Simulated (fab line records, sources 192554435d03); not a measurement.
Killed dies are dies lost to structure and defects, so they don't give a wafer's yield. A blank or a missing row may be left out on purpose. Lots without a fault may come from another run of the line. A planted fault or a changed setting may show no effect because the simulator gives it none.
Chamber matching | flow n5_finfet | N5_BEOL_M5_DESCUM_33 on rie_diel-03: 4 sister chambers
The step chemistry O2, time 7 s. 16 wafers are shown with their chamber, then 7 later ones without.

WAFERS WITH THEIR CHAMBER
wafer  | chamber | drypump_motor_current_A (A) | showerhead_plenum_p_Torr (Torr) | oes_product_au (a.u.)
L276.2 | 1       | 4.8                         | 2.15                            | 0.90
L276.3 | 3       | 6.6                         | 2.12                            | 0.83
L276.4 | 2       | 5.7                         | 2.17                            | 0.70
L278.3 | 1       | 4.8                         | 2.14                            | 0.91
L278.4 | 3       | 6.6                         | 2.12                            | 0.83
L278.6 | 2       | 5.7                         | 2.17                            | 0.70
L277.1 | 2       | 5.7                         | 2.17                            | 0.70
L277.5 | 0       | 5.3                         | 2.05                            | 0.83
L281.2 | 3       | 6.7                         | 2.12                            | 0.82
L281.4 | 3       | 6.7                         | 2.12                            | 0.82
L281.6 | 3       | 6.6                         | 2.12                            | 0.82
L283.1 | 2       | 5.7                         | 2.17                            | 0.69
L283.2 | 0       | 5.3                         | 2.04                            | 0.82
L283.5 | 1       | 4.8                         | 2.14                            | 0.89
L290.2 | 2       | 5.7                         | 2.16                            | 0.69
L290.4 | 3       | 6.7                         | 2.11                            | 0.80

SIGNATURES (means of the wafers above)
reading                  | chamber 0 | chamber 1 | chamber 2 | chamber 3 | scatter within a chamber
drypump_motor_current_A  | 5.300     | 4.800     | 5.700     | 6.650     | 0.0354
showerhead_plenum_p_Torr | 2.0450    | 2.1433    | 2.1680    | 2.1183    | 0.00483
oes_product_au           | 0.8250    | 0.9000    | 0.6960    | 0.8200    | 0.00899
Rule: a wafer's distance from a chamber is the root of the sum, over the readings, of the square of ((its reading less the chamber's mean) divided by the reading's scatter). The wafer belongs to the nearest chamber; if the next one is less than 2 further off, it can't be placed. The scatter: the root of (the sum of the squares of (reading less its chamber's mean) over the shown wafers, divided by (wafers less chambers)).

WAFERS WITHOUT THEIR CHAMBER
wafer  | drypump_motor_current_A (A) | showerhead_plenum_p_Torr (Torr) | oes_product_au (a.u.)
L290.6 | 6.6                         | 2.11                            | 0.79
L297.1 | 5.3                         | 2.03                            | 0.79
L297.4 | 4.8                         | 2.13                            | 0.86
L297.5 | 6.7                         | 2.11                            | 0.78
L296.1 | 6.6                         | 2.11                            | 0.78
L296.2 | 5.8                         | 2.16                            | 0.96
L296.4 | 4.8                         | 2.13                            | 0.85

WHICH CHAMBER EACH WENT THROUGH
wafer  | from the rows above          | in truth
L290.6 | 3                            | 3
L297.1 | 0                            | 0
L297.4 | 1                            | 1
L297.5 | 3                            | 3
L296.1 | 3                            | 3
L296.2 | can't be placed: 1 or 2 or 3 | 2
L296.4 | 1                            | 1
Placed correctly: 6 of 7. Can't be placed from these rows: 1 (the true chamber is among the candidates in 1). Placed wrongly: 0.
